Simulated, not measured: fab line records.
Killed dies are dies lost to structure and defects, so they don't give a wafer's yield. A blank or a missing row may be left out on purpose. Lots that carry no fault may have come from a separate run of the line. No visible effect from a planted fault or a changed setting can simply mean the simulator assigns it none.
Problem report, 8D (eight disciplines) form, completed by code | flow nandHarc | the parts of the form that need people (team, actions taken, sign-off) are left out

== 1. PROBLEM STATEMENT ==
At NHARC_A_ONON_D2_THK_MEAS_24, thkNm averages 656 nm over 6 wafers from 2 lots, while fault-free wafers read 1003 nm, standard deviation 11. Measured from the usual mean, that is -32 standard deviations.
The step: measures by ellipsometry.
The first sign was on wafer L450.1 at day 19 03:23, on filmMetro-01. The record holds 42 wafers of 14 lots with a number at this step. Rule for "out", or "out of limits": more than 4 standard deviations from the usual mean. The other wafers with a number count as sound.

== 2. WHAT IT IS; WHAT IT IS NOT ==
question                    | is                         | is not
which readings at this step | thkNm                      | -
which lots                  | L450, L453                 | L434, L435, L439, L440, L441, L442, L443, L444, L445, L447, L448, L449
which wafers of those lots  | all that have a number     | -
read on which gauges        | filmMetro-01, filmMetro-02 | -
when                        | from day 19 03:23          | up to then (33 sound wafers); but 3 sound wafers of L448 came after

== 3. THE SUSPECTS, EACH WITH WHAT RULES IT OUT ==
Counting: a tool stays on the suspect list if, at a process step up to the reading, it processed all lots that are out and no sound lot following the first of them.
- ruled out: the gauge at NHARC_A_ONON_D2_THK_MEAS_24. The wafers that are out were read on 2 gauges (filmMetro-01, filmMetro-02).
- pecvdOnon-01 at NHARC_A_ONON_D2_DEP_22 (target thk 1000 nm): kept. Every lot that is out went through it, starting with L450 (day 19 02:52), and after that it ran no sound lot; the last sound lot it ran before then is L447 (day 18 22:38).
After counting, what remains is pecvdOnon-01 at NHARC_A_ONON_D2_DEP_22.

== 4. THE CAUSE (what the simulator had put in) ==
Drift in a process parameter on pecvdOnon-01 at NHARC_A_ONON_D2_DEP_22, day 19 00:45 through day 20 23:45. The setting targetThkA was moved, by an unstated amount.
Only this tool survived the counting.

== 5. THE CHAIN OF EFFECTS, in route order ==
One row per reading whose mean, taken over the struck wafers that have a number, lies over 3 standard deviations from the usual. Only readings whose record carries a usual standard deviation are examined. hours: median over the lots of the time between each lot's start at the first step of this table that gives one and its start at this step. sigmas: the change, counted in usual standard deviations.
hours | step                        | reading       | usual   | on struck wafers | change | sigmas
0     | NHARC_A_ONON_D2_THK_MEAS_24 | thkNm         | 1003 nm | 656              | -347   | -32
271   | NHARC_END_SORT_01           | killedAtArray | 55      | 672              | +616   | +28
271   | NHARC_END_SORT_01           | killedDies    | 59      | 677              | +618   | +28

== 6. HOW IT WOULD HAVE BEEN CAUGHT EARLIER ==
Counted from the fault's start at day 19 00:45, it took 3 hours until the first out-of-limits reading at a measuring or inspecting step in this record, taken at day 19 03:23.
Of the lots that are out (2), L453 began NHARC_A_ONON_D2_DEP_22 on pecvdOnon-01 after day 19 03:23. It would have been spared by a hold on the tool at that moment.
